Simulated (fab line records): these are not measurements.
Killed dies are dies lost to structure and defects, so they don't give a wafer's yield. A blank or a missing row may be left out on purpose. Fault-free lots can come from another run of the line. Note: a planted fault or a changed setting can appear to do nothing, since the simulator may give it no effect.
Which tool is to blame? ; flow nand-harc ; 72 wafers from 24 lots sampled at 6 of the route's 1302 steps

WHAT THE GAUGES READ, wafer by wafer
No reading from a measuring or inspecting step in the record can be judged against a usual standard deviation.

EACH LOT AND THE TOOL THAT RAN IT (in order: tool; ch and the chambers of the sampled wafers; start)
lot;NHARC_A_STAIRCASE_ETCH_451;NHARC_A_STAIRCASE_DEP_280;NHARC_A_STAIRCASE_ETCH_294;NHARC_A_STAIRCASE_ETCH_453;NHARC_A_STAIRCASE_DEP_417;NHARC_A_STAIRCASE_CMP_450
L074;rie-diel-03 ch 1,2, day 17 00:13 or earlier;pecvd-03 ch 0,1, day 17 00:13;rie-diel-03 ch 1,2,3, day 17 10:43 or earlier;rie-diel-03 ch 0,1,2, day 17 10:43 or earlier;pecvd-02 ch 1,2, day 17 10:43;cmp-01 ch 1,2,3, day 19 00:32
L075;rie-diel-10 ch 0,1,3, day 17 19:18 or earlier;pecvd-02 ch 0,2, day 17 19:18;rie-diel-07 ch 2,3, day 18 06:15 or earlier;rie-diel-03 ch 0,2, day 18 06:15 or earlier;pecvd-01 ch 0,2, day 18 06:15;cmp-02 ch 2,3, day 20 00:26
L076;rie-diel-07 ch 0,2,3, day 18 04:44 or earlier;pecvd-01 ch 0,1,2, day 18 04:44;rie-diel-10 ch 0,1,3, day 18 16:50 or earlier;rie-diel-10 ch 0,1, day 18 16:50 or earlier;pecvd-01 ch 0,1, day 18 16:50;cmp-03 ch 0,1,2, day 20 14:35
L078;rie-diel-03 ch 0,2,3, day 18 10:39 or earlier;pecvd-03 ch 1,2, day 18 10:39;rie-diel-07 ch 0,2,3, day 18 22:41 or earlier;rie-diel-03 ch 0,2, day 18 22:41 or earlier;pecvd-02 ch 0,1,2, day 18 22:41;cmp-01 ch 0,2, day 20 15:32
L077;rie-diel-03 ch 0,2,3, day 18 11:58 or earlier;pecvd-03 ch 0,1,2, day 18 11:58;rie-diel-03 ch 0,2,3, day 19 01:51 or earlier;rie-diel-03 ch 2,3, day 19 01:51 or earlier;pecvd-03 ch 0,1,2, day 19 01:51;cmp-01 ch 0,3, day 20 20:07
L079;rie-diel-07 ch 1,2, day 19 02:34 or earlier;pecvd-02 ch 0,1, day 19 02:34;rie-diel-07 ch 2,3, day 19 12:44 or earlier;rie-diel-07 ch 2,3, day 19 12:44 or earlier;pecvd-03 ch 0,1,2, day 19 12:44;cmp-01 ch 0,2,3, day 21 07:02
L080;rie-diel-03 ch 0,1,2, day 19 11:54 or earlier;pecvd-01 ch 1,2, day 19 11:54;rie-diel-07 ch 0,1,3, day 20 00:44 or earlier;rie-diel-07 ch 0,1, day 20 00:44 or earlier;pecvd-01 ch 0,1,2, day 20 00:44;cmp-01 ch 2,3, day 21 18:03
L081;rie-diel-07 ch 1,2,3, day 19 23:32 or earlier;pecvd-02 ch 0,1, day 19 23:32;rie-diel-07 ch 1,2,3, day 20 12:58 or earlier;rie-diel-10 ch 1,2,3, day 20 12:58 or earlier;pecvd-03 ch 1,2, day 20 12:58;cmp-01 ch 1,2,3, day 22 11:41
L082;rie-diel-03 ch 1,2,3, day 19 23:29 or earlier;pecvd-03 ch 0,1, day 19 23:29;rie-diel-07 ch 0,1,2, day 20 12:47 or earlier;rie-diel-07 ch 1,2,3, day 20 12:47 or earlier;pecvd-02 ch 1,2, day 20 12:47;cmp-03 ch 0,2,3, day 22 11:42
L084;rie-diel-03 ch 2,3, day 20 10:44 or earlier;pecvd-01 ch 0,1,2, day 20 10:44;rie-diel-07 ch 0,2,3, day 20 23:44 or earlier;rie-diel-10 ch 0,1,3, day 20 23:44 or earlier;pecvd-02 ch 1,2, day 20 23:44;cmp-03 ch 0,1,3, day 22 22:21
L083;rie-diel-07 ch 0,2,3, day 20 17:46 or earlier;pecvd-02 ch 0,1, day 20 17:46;rie-diel-03 ch 2,3, day 21 03:47 or earlier;rie-diel-03 ch 0,2,3, day 21 03:47 or earlier;pecvd-03 ch 0,2, day 21 03:47;cmp-02 ch 1,2,3, day 22 21:46
L085;rie-diel-10 ch 0,1,3, day 21 16:26 or earlier;pecvd-02 ch 0,1,2, day 21 16:26;rie-diel-10 ch 0,2, day 22 04:20 or earlier;rie-diel-07 ch 0,2, day 22 04:20 or earlier;pecvd-01 ch 0,2, day 22 04:20;cmp-01 ch 0,2, day 24 00:08
L087;rie-diel-03 ch 1,3, day 21 21:13 or earlier;pecvd-02 ch 0,2, day 21 21:13;rie-diel-03 ch 0,1,3, day 22 07:45 or earlier;rie-diel-10 ch 0,1,2, day 22 07:45 or earlier;pecvd-01 ch 0,2, day 22 07:45;cmp-02 ch 0,3, day 24 00:07
L086;rie-diel-10 ch 2,3, day 21 22:11 or earlier;pecvd-03 ch 1,2, day 21 22:11;rie-diel-10 ch 0,3, day 22 09:24 or earlier;rie-diel-10 ch 1,3, day 22 09:24 or earlier;pecvd-01 ch 1,2, day 22 09:24;cmp-01 ch 0,1, day 23 23:49
L088;rie-diel-10 ch 1,2,3, day 22 08:14 or earlier;pecvd-01 ch 0,1,2, day 22 08:14;rie-diel-10 ch 1,2,3, day 22 18:31 or earlier;rie-diel-07 ch 0,1,3, day 22 18:31 or earlier;pecvd-01 ch 0,1,2, day 22 18:31;cmp-03 ch 1,2,3, day 24 11:49
L089;rie-diel-07 ch 0,1,3, day 22 10:05 or earlier;pecvd-02 ch 0,1, day 22 10:05;rie-diel-03 ch 0,2,3, day 22 20:15 or earlier;rie-diel-03 ch 0,1,2, day 22 20:15 or earlier;pecvd-01 ch 1,2, day 22 20:15;cmp-02 ch 1,2,3, day 24 12:01
L090;rie-diel-03 ch 0,1, day 23 04:52 or earlier;pecvd-02 ch 1,2, day 23 04:52;rie-diel-03 ch 1,2,3, day 23 15:49 or earlier;rie-diel-07 ch 0,1,2, day 23 15:49 or earlier;pecvd-01 ch 0,1,2, day 23 15:49;cmp-02 ch 0,2,3, day 25 07:54
L092;rie-diel-10 ch 0,2, day 23 16:48 or earlier;pecvd-02 ch 0,1, day 23 16:48;rie-diel-07 ch 0,3, day 24 07:04 or earlier;rie-diel-07 ch 0,1,3, day 24 07:04 or earlier;pecvd-01 ch 0,1, day 24 07:04;cmp-03 ch 0,1,2, day 26 09:04
L091;rie-diel-03 ch 0,2,3, day 23 18:01 or earlier;pecvd-03 ch 0,2, day 23 18:01;rie-diel-10 ch 0,3, day 24 09:21 or earlier;rie-diel-03 ch 1,2,3, day 24 09:21 or earlier;pecvd-02 ch 1,2, day 24 09:21;cmp-02 ch 0,1, day 26 06:12
L093;rie-diel-10 ch 0,2,3, day 24 22:20 or earlier;pecvd-02 ch 0,1,2, day 24 22:20;rie-diel-03 ch 0,3, day 25 13:10 or earlier;rie-diel-03 ch 0,2,3, day 25 13:10 or earlier;pecvd-02 ch 0,1,2, day 25 13:10;cmp-01 ch 0,3, day 27 06:46
L094;rie-diel-07 ch 1,2,3, day 25 11:38 or earlier;pecvd-01 ch 1,2, day 25 11:38;rie-diel-07 ch 1,3, day 25 23:01 or earlier;rie-diel-03 ch 0,1,2, day 25 23:01 or earlier;pecvd-03 ch 0,2, day 25 23:01;cmp-02 ch 0,2, day 27 17:02
L095;rie-diel-03 ch 0,3, day 25 12:59 or earlier;pecvd-01 ch 0,1,2, day 25 12:59;rie-diel-03 ch 0,1, day 26 00:34 or earlier;rie-diel-07 ch 0,2,3, day 26 00:34 or earlier;pecvd-01 ch 0,1, day 26 00:34;cmp-01 ch 1,2, day 27 17:14
L096;rie-diel-10 ch 2,3, day 25 15:15 or earlier;pecvd-02 ch 1,2, day 25 15:15;rie-diel-03 ch 1,3, day 26 01:44 or earlier;rie-diel-03 ch 0,1,3, day 26 01:44 or earlier;pecvd-01 ch 1,2, day 26 01:44;cmp-02 ch 1,2, day 27 17:24
L097;rie-diel-07 ch 0,2,3, day 25 22:23 or earlier;pecvd-01 ch 0,1,2, day 25 22:23;rie-diel-07 ch 0,2,3, day 26 08:55 or earlier;rie-diel-07 ch 0,1, day 26 08:55 or earlier;pecvd-01 ch 0,1, day 26 08:55;cmp-01 ch 1,2, day 28 04:12
- NHARC_A_STAIRCASE_ETCH_451: etches the open film in CF4/O2, target depth 30 nm, overetch 3 nm, time 16.5 s.
- NHARC_A_STAIRCASE_DEP_280: deposits SiON, target thk 30 nm.
- NHARC_A_STAIRCASE_ETCH_294: etches the open film in C4F8/O2/Ar, target depth 4989 nm, time 1211.6 s.
- NHARC_A_STAIRCASE_ETCH_453: etches the open film in CF4/O2, target depth 30 nm, overetch 3 nm, time 16.5 s.
- NHARC_A_STAIRCASE_DEP_417: deposits Si3N4, target thk 60 nm.
- NHARC_A_STAIRCASE_CMP_450: polishes SiO2, target thk 200 nm.

AS READ BY THE TOOLS THEMSELVES (means over the sampled wafers that have a number; for cases with no such wafer, the mark the record gives instead)
NHARC_A_STAIRCASE_ETCH_451.
lot;tool;cf4-flow-sccm (sccm);drypump-motor-current-A (A);oes-product-au (a.u.);rf-vpp-V (V);showerhead-plenum-p-Torr (Torr);throttle-valve-pct (%)
L074;rie-diel-03;80.24;5.9;0.999;197.1;1.29;13.403
L075;rie-diel-10;80.01;5.5;0.991;198.1;1.32;13.400
L076;rie-diel-07;80.31;6.0;1.005;197.2;1.30;13.401
L078;rie-diel-03;80.18;5.6;1.001;197.5;1.31;13.405
L077;rie-diel-03;79.97;5.6;1.001;197.5;1.31;13.403
L079;rie-diel-07;79.91;6.1;1.009;197.9;1.33;13.394
L080;rie-diel-03;80.05;5.9;0.998;197.0;1.30;13.396
L081;rie-diel-07;79.83;6.1;1.000;197.7;1.33;13.393
L082;rie-diel-03;79.95;5.6;1.001;196.7;1.30;13.394
L084;rie-diel-03;79.96;5.3;0.999;196.3;1.31;13.401
L083;rie-diel-07;79.76;5.9;0.991;197.4;1.30;13.396
L085;rie-diel-10;80.15;5.5;1.006;198.0;1.32;13.402
L087;rie-diel-03;80.11;5.7;1.012;197.5;1.33;13.400
L086;rie-diel-10;79.97;5.1;0.996;198.2;1.37;13.394
L088;rie-diel-10;79.90;5.7;1.002;198.9;1.34;13.395
L089;rie-diel-07;80.35;6.0;1.008;197.2;1.33;13.397
L090;rie-diel-03;79.96;6.3;0.994;197.8;1.33;13.398
L092;rie-diel-10;79.99;6.0;0.993;198.7;1.39;13.397
L091;rie-diel-03;79.93;5.6;1.000;197.4;1.31;13.393
L093;rie-diel-10;80.02;5.4;1.002;198.6;1.36;13.396
L094;rie-diel-07;80.03;6.1;1.008;197.2;1.33;13.406
L095;rie-diel-03;79.98;5.7;1.003;195.7;1.26;13.402
L096;rie-diel-10;80.16;5.1;1.000;197.9;1.36;13.391
L097;rie-diel-07;80.04;6.0;0.998;196.3;1.29;13.398

NHARC_A_STAIRCASE_DEP_280.
lot;tool;heater-power-w (W)
L074;pecvd-03;757
L075;pecvd-02;751
L076;pecvd-01;720
L078;pecvd-03;756
L077;pecvd-03;796
L079;pecvd-02;762
L080;pecvd-01;736
L081;pecvd-02;838
L082;pecvd-03;701
L084;pecvd-01;732
L083;pecvd-02;843
L085;pecvd-02;857
L087;pecvd-02;891
L086;pecvd-03;732
L088;pecvd-01;694
L089;pecvd-02;783
L090;pecvd-02;969
L092;pecvd-02;822
L091;pecvd-03;752
L093;pecvd-02;886
L094;pecvd-01;676
L095;pecvd-01;708
L096;pecvd-02;910
L097;pecvd-01;711

NHARC_A_STAIRCASE_ETCH_294.
lot;tool;oes-product-au (a.u.);rf-vpp-V (V)
L074;rie-diel-03;0.931;1820
L075;rie-diel-07;0.930;1821
L076;rie-diel-10;0.921;1824
L078;rie-diel-07;0.944;1819
L077;rie-diel-03;0.923;1823
L079;rie-diel-07;0.930;1827
L080;rie-diel-07;0.939;1827
L081;rie-diel-07;0.928;1826
L082;rie-diel-07;0.934;1819
L084;rie-diel-07;0.930;1819
L083;rie-diel-03;0.947;1830
L085;rie-diel-10;0.945;1833
L087;rie-diel-03;0.921;1825
L086;rie-diel-10;0.930;1828
L088;rie-diel-10;0.927;1829
L089;rie-diel-03;0.950;1823
L090;rie-diel-03;0.933;1831
L092;rie-diel-07;0.942;1827
L091;rie-diel-10;0.924;1827
L093;rie-diel-03;0.931;1814
L094;rie-diel-07;0.936;1831
L095;rie-diel-03;0.934;1825
L096;rie-diel-03;0.943;1824
L097;rie-diel-07;0.935;1818

NHARC_A_STAIRCASE_ETCH_453.
lot;tool;cf4-flow-sccm (sccm);drypump-motor-current-A (A);oes-product-au (a.u.);rf-vpp-V (V);showerhead-plenum-p-Torr (Torr);throttle-valve-pct (%)
L074;rie-diel-03;80.05;5.9;0.994;197.8;1.31;13.408
L075;rie-diel-03;79.95;5.9;0.990;197.2;1.32;13.401
L076;rie-diel-10;80.12;5.8;1.010;197.6;1.32;13.394
L078;rie-diel-03;80.08;5.6;0.991;198.8;1.35;13.399
L077;rie-diel-03;79.83;5.3;0.988;198.1;1.35;13.399
L079;rie-diel-07;79.91;6.1;0.988;196.8;1.30;13.388
L080;rie-diel-07;80.18;5.9;1.003;197.3;1.33;13.396
L081;rie-diel-10;79.72;5.7;1.008;198.1;1.35;13.408
L082;rie-diel-07;79.97;6.1;0.994;197.6;1.33;13.399
L084;rie-diel-10;79.99;5.5;1.001;197.6;1.32;13.404
L083;rie-diel-03;79.90;5.6;1.000;198.0;1.31;13.383
L085;rie-diel-07;80.00;5.7;0.999;196.7;1.25;13.389
L087;rie-diel-10;79.92;6.0;1.011;197.6;1.34;13.396
L086;rie-diel-10;79.77;5.3;0.997;196.8;1.32;13.393
L088;rie-diel-07;79.74;6.0;0.996;197.0;1.33;13.392
L089;rie-diel-03;79.80;5.9;0.999;198.6;1.37;13.394
L090;rie-diel-07;80.12;5.9;1.003;197.3;1.29;13.390
L092;rie-diel-07;80.04;6.0;1.013;197.4;1.33;13.397
L091;rie-diel-03;80.03;5.6;1.004;198.0;1.36;13.389
L093;rie-diel-03;80.23;5.6;1.007;197.0;1.30;13.400
L094;rie-diel-03;80.21;5.9;1.000;198.1;1.36;13.390
L095;rie-diel-07;80.12;5.9;0.999;196.7;1.29;13.393
L096;rie-diel-03;79.99;5.9;0.997;198.0;1.32;13.392
L097;rie-diel-07;79.69;5.7;1.000;197.2;1.28;13.396

NHARC_A_STAIRCASE_DEP_417.
lot;tool;heater-power-w (W)
L074;pecvd-02;832
L075;pecvd-01;683
L076;pecvd-01;629
L078;pecvd-02;762
L077;pecvd-03;657
L079;pecvd-03;737
L080;pecvd-01;702
L081;pecvd-03;754
L082;pecvd-02;912
L084;pecvd-02;886
L083;pecvd-03;720
L085;pecvd-01;702
L087;pecvd-01;608
L086;pecvd-01;744
L088;pecvd-01;663
L089;pecvd-01;704
L090;pecvd-01;672
L092;pecvd-01;647
L091;pecvd-02;903
L093;pecvd-02;842
L094;pecvd-03;693
L095;pecvd-01;666
L096;pecvd-01;740
L097;pecvd-01;646

NHARC_A_STAIRCASE_CMP_450.
lot;tool;motor-current-A (A)
L074;cmp-01;11.5
L075;cmp-02;11.7
L076;cmp-03;11.8
L078;cmp-01;11.0
L077;cmp-01;12.0
L079;cmp-01;11.5
L080;cmp-01;11.4
L081;cmp-01;11.5
L082;cmp-03;12.9
L084;cmp-03;13.5
L083;cmp-02;12.1
L085;cmp-01;11.2
L087;cmp-02;12.2
L086;cmp-01;11.3
L088;cmp-03;12.4
L089;cmp-02;12.2
L090;cmp-02;11.8
L092;cmp-03;12.3
L091;cmp-02;12.0
L093;cmp-01;11.7
L094;cmp-02;11.6
L095;cmp-01;10.8
L096;cmp-02;11.3
L097;cmp-01;11.0

THE ANSWER, worked out from the rows above alone
Rule: the lots themselves supply what counts as usual. Put in order of their means at a reading, lots are off if they are a third of the lots or fewer, leave a main group of 4 or more, and stand apart from it by a gap of 3 or more times the standard deviation of the main group's means; of several such gaps the widest counts. The tables above print the reading to a certain number of digits; a main group whose means all agree to those digits is not used. Also off: a lot with no number at a reading for which 4 or more lots have one. The other lots that the step has rows for count as sound. First the gauges in route order, then the tools' own readings, where a lot's mean is used as printed above. At the first step where some lot is off, the reading lying furthest off is the one used; lots without a number count as furthest.
No lot is off on any of the readings shown, so nothing can be concluded from this.

WHAT THE SIMULATOR HAD PUT IN
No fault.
